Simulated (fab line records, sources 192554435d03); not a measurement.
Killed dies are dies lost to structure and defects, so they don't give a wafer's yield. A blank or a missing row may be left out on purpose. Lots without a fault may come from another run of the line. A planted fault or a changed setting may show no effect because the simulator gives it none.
Which tool did it? | flow n5_finfet | 24 lots, 72 wafers sampled, at 6 steps of a route of 1938

WHAT THE GAUGES READ, wafer by wafer
N5_SD_EPI_N_OVL_MEAS_10.
lot  | measured    | on         | SD_N_BLK_OVL (nm)
L074 | day 3 03:52 | overlay-02 | -0.3 -1.2 -0.5
L075 | day 3 12:11 | overlay-01 | 1.1 0.2 0.2
L076 | day 3 13:21 | overlay-01 | 0.4 0.5 0.2
L077 | day 3 21:56 | overlay-01 | -0.5 -0.1 -1.0
L078 | day 4 01:13 | overlay-02 | 0.1 -0.3 0.3
L079 | day 4 06:38 | overlay-01 | -1.0 -0.7 -0.1
L080 | day 4 17:13 | overlay-02 | 0.4 1.0 0.6
L081 | day 4 18:42 | overlay-02 | 1.0 0.9 1.0
L082 | day 5 03:13 | overlay-02 | 0.6 0.0 1.0
L083 | day 5 06:47 | overlay-02 | 1.3 0.0 0.5
L084 | day 5 16:05 | overlay-02 | -0.7 0.7 0.1
L085 | day 5 21:02 | overlay-02 | 0.6 0.7 0.1
L086 | day 6 03:16 | overlay-01 | 0.5 -1.0 0.7
L087 | day 6 07:13 | overlay-02 | 0.1 -0.4 -0.3
L088 | day 6 15:25 | overlay-01 | 1.0 1.6 1.8
L089 | day 6 19:34 | overlay-01 | 0.0 0.0 -0.1
L090 | day 6 23:20 | overlay-01 | -0.6 -1.0 -1.1
L091 | day 7 06:27 | overlay-02 | -0.5 -0.2 -0.2
L092 | day 7 12:12 | overlay-01 | 1.4 1.3 1.5
L093 | day 7 18:39 | overlay-01 | -1.1 0.3 0.0
L094 | day 8 01:20 | overlay-02 | -0.1 -0.2 0.5
L095 | day 8 06:10 | overlay-01 | 0.5 1.1 -0.4
L096 | day 8 12:49 | overlay-02 | -0.8 -0.6 -0.9
L097 | day 8 19:23 | overlay-01 | -0.9 -0.7 -0.3

N5_SD_EPI_P_EPI_MEAS_23.
lot  | measured    | on            | thk_nm (nm)
L074 | day 3 11:49 | film_metro-02 | 62.1 61.5 60.2
L075 | day 3 21:00 | film_metro-02 | 62.0 61.5 61.2
L076 | day 3 21:43 | film_metro-02 | 59.8 61.7 60.3
L077 | day 4 08:19 | film_metro-01 | 63.9 61.3 59.8
L078 | day 4 10:01 | film_metro-02 | 59.5 60.7 59.0
L079 | day 4 15:01 | film_metro-02 | 60.2 61.2 62.5
L080 | day 5 02:45 | film_metro-02 | 59.8 63.0 58.7
L081 | day 5 02:56 | film_metro-02 | 62.1 59.2 62.5
L082 | day 5 13:10 | film_metro-02 | 60.9 59.3 60.1
L083 | day 5 15:25 | film_metro-02 | 60.6 59.4 62.0
L084 | day 6 01:44 | film_metro-01 | 58.9 60.7 61.9
L085 | day 6 06:02 | film_metro-01 | 59.3 61.1 60.7
L086 | day 6 12:55 | film_metro-02 | 62.8 62.5 60.1
L087 | day 6 16:59 | film_metro-02 | 59.8 60.1 58.6
L088 | day 7 00:56 | film_metro-01 | 63.0 59.4 61.6
L089 | day 7 06:23 | film_metro-01 | 60.8 60.7 60.1
L090 | day 7 09:07 | film_metro-01 | 60.0 61.8 59.3
L091 | day 7 14:31 | film_metro-01 | 60.4 60.4 59.8
L092 | day 7 20:53 | film_metro-02 | 60.9 60.3 60.5
L093 | day 8 04:17 | film_metro-02 | 61.4 64.0 60.2
L094 | day 8 11:11 | film_metro-01 | 61.8 61.0 57.9
L095 | day 8 14:08 | film_metro-01 | 60.8 60.8 60.6
L096 | day 8 20:53 | film_metro-01 | 57.4 62.2 61.2
L097 | day 9 03:56 | film_metro-02 | 61.3 63.2 61.6

N5_SDB_CD_MEAS_11: target cd 50 nm.
lot  | measured    | on        | cd_nm (nm)
L074 | day 3 20:10 | cd_sem-01 | 49.8 50.1 50.7
L075 | day 4 04:49 | cd_sem-02 | 48.7 50.8 52.2
L076 | day 4 05:25 | cd_sem-01 | 49.3 49.1 51.1
L077 | day 4 16:02 | cd_sem-02 | 51.2 52.2 49.2
L078 | day 4 17:43 | cd_sem-03 | 50.5 49.2 48.6
L079 | day 4 22:41 | cd_sem-03 | 46.2 48.4 48.2
L080 | day 5 10:41 | cd_sem-01 | 49.5 48.1 47.3
L081 | day 5 11:01 | cd_sem-01 | 46.8 46.5 46.8
L082 | day 5 20:52 | cd_sem-02 | 48.1 48.7 49.6
L083 | day 5 23:08 | cd_sem-03 | 49.7 49.2 48.8
L084 | day 6 09:53 | cd_sem-02 | 51.0 48.1 47.9
L085 | day 6 14:49 | cd_sem-03 | 47.5 48.9 47.3
L086 | day 6 20:44 | cd_sem-01 | 50.4 48.1 50.3
L087 | day 7 00:52 | cd_sem-01 | 50.5 51.9 49.5
L088 | day 7 08:43 | cd_sem-02 | 50.0 50.3 50.8
L089 | day 7 13:58 | cd_sem-02 | 48.8 46.9 48.8
L090 | day 7 16:59 | cd_sem-03 | 50.0 46.9 46.6
L091 | day 7 22:35 | cd_sem-02 | 48.6 51.4 48.6
L092 | day 8 04:43 | cd_sem-02 | 51.5 50.2 51.3
L093 | day 8 13:21 | cd_sem-02 | 49.2 51.9 48.1
L094 | day 8 19:31 | cd_sem-02 | 52.2 49.5 49.0
L095 | day 8 22:49 | cd_sem-01 | 47.6 47.2 50.1
L096 | day 9 04:50 | cd_sem-02 | 48.5 49.2 47.9
L097 | day 9 11:46 | cd_sem-02 | 48.7 48.0 48.5

WHICH TOOL RAN EACH LOT (tool, then ch and the chambers of the sampled wafers, then the start)
lot  | N5_SD_EPI_P_ETCH_37               | N5_ILD0_LINER_00                 | N5_SDB_HM_DEP_00
L074 | rie_diel-02 ch 0,1,2, day 3 08:20 | ald_sin-01 ch 0,1,3, day 3 12:59 | pecvd-03 ch 1,2, day 3 19:50
L075 | rie_diel-05 ch 0,2,3, day 3 16:41 | ald_sin-01 ch 1,2,3, day 3 22:05 | pecvd-03 ch 0,1, day 4 04:21
L076 | rie_diel-06 ch 0,1,3, day 3 18:14 | ald_sin-01 ch 0,1,2, day 3 22:42 | pecvd-04 ch 0,1, day 4 04:58
L077 | rie_diel-02 ch 1,3, day 4 04:01   | ald_sin-03 ch 0,1,3, day 4 09:16 | pecvd-04 ch 1,2, day 4 15:35
L078 | rie_diel-05 ch 2,3, day 4 06:32   | ald_sin-03 ch 1,2, day 4 10:59   | pecvd-02 ch 1,2, day 4 17:16
L079 | rie_diel-06 ch 0,2, day 4 11:34   | ald_sin-03 ch 0,1,2, day 4 15:59 | pecvd-04 ch 1,2, day 4 22:14
L080 | rie_diel-05 ch 0,1,3, day 4 22:25 | ald_sin-02 ch 0,2,3, day 5 03:59 | pecvd-03 ch 0,1,2, day 5 10:14
L081 | rie_diel-05 ch 0,2,3, day 4 23:29 | ald_sin-03 ch 2,3, day 5 04:18   | pecvd-04 ch 1,2, day 5 10:34
L082 | rie_diel-06 ch 0,1, day 5 08:52   | ald_sin-02 ch 1,3, day 5 14:16   | pecvd-02 ch 0,1, day 5 20:33
L083 | rie_diel-02 ch 0,1,2, day 5 11:14 | ald_sin-01 ch 1,2, day 5 16:25   | pecvd-04 ch 1,2, day 5 22:41
L084 | rie_diel-06 ch 2,3, day 5 21:25   | ald_sin-02 ch 2,3, day 6 02:50   | pecvd-02 ch 0,1, day 6 09:26
L085 | rie_diel-05 ch 1,2,3, day 6 02:35 | ald_sin-02 ch 0,3, day 6 07:02   | pecvd-03 ch 1,2, day 6 14:22
L086 | rie_diel-05 ch 1,2, day 6 08:37   | ald_sin-01 ch 0,1,2, day 6 14:01 | pecvd-04 ch 0,1,2, day 6 20:17
L087 | rie_diel-02 ch 0,3, day 6 12:42   | ald_sin-03 ch 0,2,3, day 6 18:08 | pecvd-03 ch 0,1,2, day 7 00:25
L088 | rie_diel-02 ch 0,1, day 6 20:38   | ald_sin-01 ch 0,1,2, day 7 02:00 | pecvd-02 ch 0,1, day 7 08:16
L089 | rie_diel-06 ch 1,2, day 7 00:58   | ald_sin-02 ch 0,1,2, day 7 07:22 | pecvd-03 ch 0,2, day 7 13:38
L090 | rie_diel-06 ch 0,1, day 7 05:39   | ald_sin-02 ch 0,1, day 7 10:07   | pecvd-02 ch 0,2, day 7 16:39
L091 | rie_diel-05 ch 0,1,3, day 7 11:04 | ald_sin-03 ch 0,1,3, day 7 16:00 | pecvd-02 ch 0,1,2, day 7 22:15
L092 | rie_diel-02 ch 1,3, day 7 17:26   | ald_sin-01 ch 1,3, day 7 21:59   | pecvd-03 ch 1,2, day 8 04:16
L093 | rie_diel-02 ch 0,1, day 8 00:00   | ald_sin-03 ch 1,2, day 8 05:17   | pecvd-03 ch 0,1, day 8 12:54
L094 | rie_diel-02 ch 0,1, day 8 06:52   | ald_sin-01 ch 0,3, day 8 12:20   | pecvd-02 ch 1,2, day 8 19:11
L095 | rie_diel-02 ch 1,2,3, day 8 10:41 | ald_sin-03 ch 1,2,3, day 8 16:14 | pecvd-02 ch 0,1,2, day 8 22:29
L096 | rie_diel-06 ch 0,1,3, day 8 17:24 | ald_sin-01 ch 2,3, day 8 22:07   | pecvd-03 ch 1,2, day 9 04:23
L097 | rie_diel-06 ch 1,2,3, day 9 00:29 | ald_sin-01 ch 0,2, day 9 05:02   | pecvd-04 ch 1,2, day 9 11:17
- N5_SD_EPI_P_ETCH_37: etches SOC in N2/H2, overetch 108 nm, time 486 s.
- N5_ILD0_LINER_00: material SiNx, target thk 4 nm, pulse time 1 s, purge time 2 s.
- N5_SDB_HM_DEP_00: deposits SiNx from SiH4/NH3/N2, target thk 40 nm, time 35.3 s.

WHAT THE TOOLS THEMSELVES READ (means of the sampled wafers that have a number; where no wafer has one, the mark that the record gives instead)
N5_SD_EPI_P_ETCH_37.
lot  | tool        | drypump_motor_current_A (A) | h2_flow_sccm (sccm) | oes_product_au (a.u.) | rf_fwd_power_W (W) | rf_vpp_V (V) | showerhead_plenum_p_Torr (Torr) | throttle_valve_pct (%)
L074 | rie_diel-02 | 5.6                         | 199.6               | 0.70                  | 2993               | 239.8        | 2.49                            | 23.5
L075 | rie_diel-05 | 5.5                         | 200.1               | 0.81                  | 2996               | 242.1        | 2.64                            | 23.8
L076 | rie_diel-06 | 5.4                         | 199.9               | 0.66                  | 3000               | 240.3        | 2.48                            | 23.4
L077 | rie_diel-02 | 5.7                         | 199.5               | 0.70                  | 3000               | 242.0        | 2.59                            | 23.8
L078 | rie_diel-05 | 5.2                         | 200.0               | 0.81                  | 3001               | 242.8        | 2.65                            | 23.9
L079 | rie_diel-06 | 5.5                         | 200.5               | 0.65                  | 2983               | 241.5        | 2.63                            | 23.5
L080 | rie_diel-05 | 5.7                         | 199.6               | 0.82                  | 2992               | 241.8        | 2.61                            | 24.0
L081 | rie_diel-05 | 5.4                         | 199.5               | 0.79                  | 2996               | 241.4        | 2.64                            | 23.8
L082 | rie_diel-06 | 5.0                         | 200.0               | 0.62                  | 3019               | 240.3        | 2.53                            | 23.5
L083 | rie_diel-02 | 5.7                         | 200.4               | 0.69                  | 3001               | 239.4        | 2.49                            | 23.5
L084 | rie_diel-06 | 5.6                         | 200.3               | 0.74                  | 2997               | 241.0        | 2.56                            | 23.5
L085 | rie_diel-05 | 5.4                         | 199.9               | 0.80                  | 2990               | 242.0        | 2.64                            | 24.1
L086 | rie_diel-05 | 5.4                         | 200.0               | 0.79                  | 2999               | 241.6        | 2.67                            | 24.0
L087 | rie_diel-02 | 5.2                         | 200.6               | 0.68                  | 2995               | 241.2        | 2.57                            | 23.7
L088 | rie_diel-02 | 5.3                         | 200.2               | 0.68                  | 2998               | 240.7        | 2.48                            | 23.4
L089 | rie_diel-06 | 5.2                         | 200.4               | 0.69                  | 3004               | 241.5        | 2.61                            | 23.6
L090 | rie_diel-06 | 5.4                         | 200.5               | 0.78                  | 2993               | 240.8        | 2.56                            | 23.4
L091 | rie_diel-05 | 5.6                         | 200.1               | 0.79                  | 2990               | 241.1        | 2.60                            | 24.1
L092 | rie_diel-02 | 5.8                         | 199.8               | 0.69                  | 2995               | 240.8        | 2.50                            | 23.6
L093 | rie_diel-02 | 5.4                         | 199.7               | 0.68                  | 2984               | 239.7        | 2.48                            | 23.4
L094 | rie_diel-02 | 5.4                         | 199.9               | 0.68                  | 2988               | 240.3        | 2.48                            | 23.4
L095 | rie_diel-02 | 5.8                         | 200.0               | 0.67                  | 3007               | 240.5        | 2.53                            | 23.8
L096 | rie_diel-06 | 5.4                         | 199.7               | 0.72                  | 2995               | 239.4        | 2.47                            | 23.4
L097 | rie_diel-06 | 5.3                         | 200.1               | 0.68                  | 3002               | 240.0        | 2.49                            | 23.5

N5_ILD0_LINER_00.
lot  | tool       | heater_power_w (W) | precursor_pulse_height_rel
L074 | ald_sin-01 | 842                | 0.989
L075 | ald_sin-01 | 798                | 1.010
L076 | ald_sin-01 | 867                | 1.002
L077 | ald_sin-03 | 839                | 1.004
L078 | ald_sin-03 | 790                | 1.019
L079 | ald_sin-03 | 791                | 0.989
L080 | ald_sin-02 | 755                | 1.004
L081 | ald_sin-03 | 886                | 0.989
L082 | ald_sin-02 | 859                | 0.999
L083 | ald_sin-01 | 820                | 0.988
L084 | ald_sin-02 | 751                | 1.003
L085 | ald_sin-02 | 734                | 0.978
L086 | ald_sin-01 | 881                | 1.014
L087 | ald_sin-03 | 838                | 1.007
L088 | ald_sin-01 | 877                | 0.973
L089 | ald_sin-02 | 842                | 0.988
L090 | ald_sin-02 | 835                | 1.003
L091 | ald_sin-03 | 830                | 1.007
L092 | ald_sin-01 | 770                | 0.997
L093 | ald_sin-03 | 798                | 0.999
L094 | ald_sin-01 | 847                | 0.993
L095 | ald_sin-03 | 849                | 1.009
L096 | ald_sin-01 | 815                | 1.015
L097 | ald_sin-01 | 940                | 1.002

N5_SDB_HM_DEP_00.
lot  | tool     | heater_power_w (W) | rf_fwd_power_W (W) | showerhead_plenum_p_Torr (Torr) | throttle_valve_pct (%)
L074 | pecvd-03 | 683                | 298.6              | 5.16                            | 40.4
L075 | pecvd-03 | 758                | 298.0              | 5.17                            | 41.4
L076 | pecvd-04 | 732                | 299.3              | 5.10                            | 43.6
L077 | pecvd-04 | 764                | 297.9              | 5.06                            | 40.4
L078 | pecvd-02 | 896                | 298.6              | 5.11                            | 39.3
L079 | pecvd-04 | 678                | 297.0              | 5.06                            | 40.6
L080 | pecvd-03 | 757                | 298.2              | 5.17                            | 40.0
L081 | pecvd-04 | 724                | 297.9              | 5.05                            | 40.5
L082 | pecvd-02 | 793                | 297.1              | 5.11                            | 42.5
L083 | pecvd-04 | 774                | 297.4              | 5.08                            | 42.6
L084 | pecvd-02 | 771                | 298.5              | 5.13                            | 41.8
L085 | pecvd-03 | 714                | 298.5              | 5.16                            | 39.2
L086 | pecvd-04 | 735                | 297.7              | 5.09                            | 41.8
L087 | pecvd-03 | 719                | 297.8              | 5.17                            | 40.0
L088 | pecvd-02 | 861                | 298.8              | 5.13                            | 41.7
L089 | pecvd-03 | 640                | 298.5              | 5.19                            | 39.5
L090 | pecvd-02 | 863                | 298.4              | 5.10                            | 41.8
L091 | pecvd-02 | 857                | 297.8              | 5.11                            | 41.1
L092 | pecvd-03 | 646                | 298.2              | 5.16                            | 40.5
L093 | pecvd-03 | 709                | 296.9              | 5.16                            | 41.6
L094 | pecvd-02 | 858                | 297.2              | 5.13                            | 40.3
L095 | pecvd-02 | 847                | 298.0              | 5.12                            | 41.2
L096 | pecvd-03 | 722                | 297.7              | 5.17                            | 40.7
L097 | pecvd-04 | 770                | 297.8              | 5.07                            | 42.7

THE ANSWER, worked out from the rows above alone
Rule: what is usual is taken from the lots themselves. Put in order of their means at a reading, lots are off if they are a third of the lots or fewer, leave a main group of 4 or more, and stand apart from it by a gap of 3 or more times the standard deviation of the main group's means; of several such gaps the widest counts. A main group whose means are all the same, to the digits that the tables above print for the reading, isn't used. A lot without any number at a reading at which 4 lots or more have one is off too. The other lots that the step has rows for count as sound. The gauges are gone through in route order, then the tools' own readings, and for those a lot's mean is taken as printed above. The first step at which some lot is off is used, and at that step the reading that is off furthest; a lot without a number counts as furthest.
No lot is off at any reading shown: from this, nothing can be told.

WHAT THE SIMULATOR HAD PUT IN
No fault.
